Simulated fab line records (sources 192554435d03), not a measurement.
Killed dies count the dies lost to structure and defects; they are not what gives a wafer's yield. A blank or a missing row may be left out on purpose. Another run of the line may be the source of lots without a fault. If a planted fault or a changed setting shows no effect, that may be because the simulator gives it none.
Chamber matching -- flow n5-finfet -- rie-diel-06 running N5_BEOL_M8_ETCH_72: 4 sister chambers
The step etches underlayer in N2/H2, target depth 6.5 nm, time 5.2 s. 4 wafers are shown with their chamber, then 10 later ones without.

== WAFERS, EACH WITH ITS CHAMBER ==
wafer,chamber,drypump-motor-current-A (A)
L085.2,0,5.6
L090.1,2,6.6
L090.5,1,4.9
L091.5,3,5.4

== WAFERS WITH NO CHAMBER GIVEN ==
wafer,drypump-motor-current-A (A)
L091.6,5.6
L095.1,4.9
L095.4,5.5
L095.5,6.6
L097.2,4.9
L097.3,5.6
L097.5,6.6
L096.1,4.9
L096.2,5.6
L096.5,5.6

== THE CHAMBER EACH PASSED THROUGH ==
wafer,from the rows above,in truth
L091.6,0,0
L095.1,1,1
L095.4,can't be placed: 0 or 3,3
L095.5,2,2
L097.2,1,1
L097.3,0,0
L097.5,2,2
L096.1,1,1
L096.2,0,0
L096.5,0,0
Placed correctly: 9 of 10. From these rows, 1 cannot be placed; in 1 the true chamber is one of the candidates. Number placed wrongly: 0.
How it was worked out, from the rows above alone: a wafer's distance from a chamber is the root of the sum, over the readings, of the square of ((its reading less the chamber's mean) divided by the reading's scatter). If the next closest chamber is less than 2 further off than the closest, the wafer can't be placed; otherwise it belongs to the closest. Each chamber's mean is taken over the wafers shown for it. The scatter (one wafer shown for each chamber): square how far every hidden wafer sits from the nearest shown wafer, average those squares and take the square root.
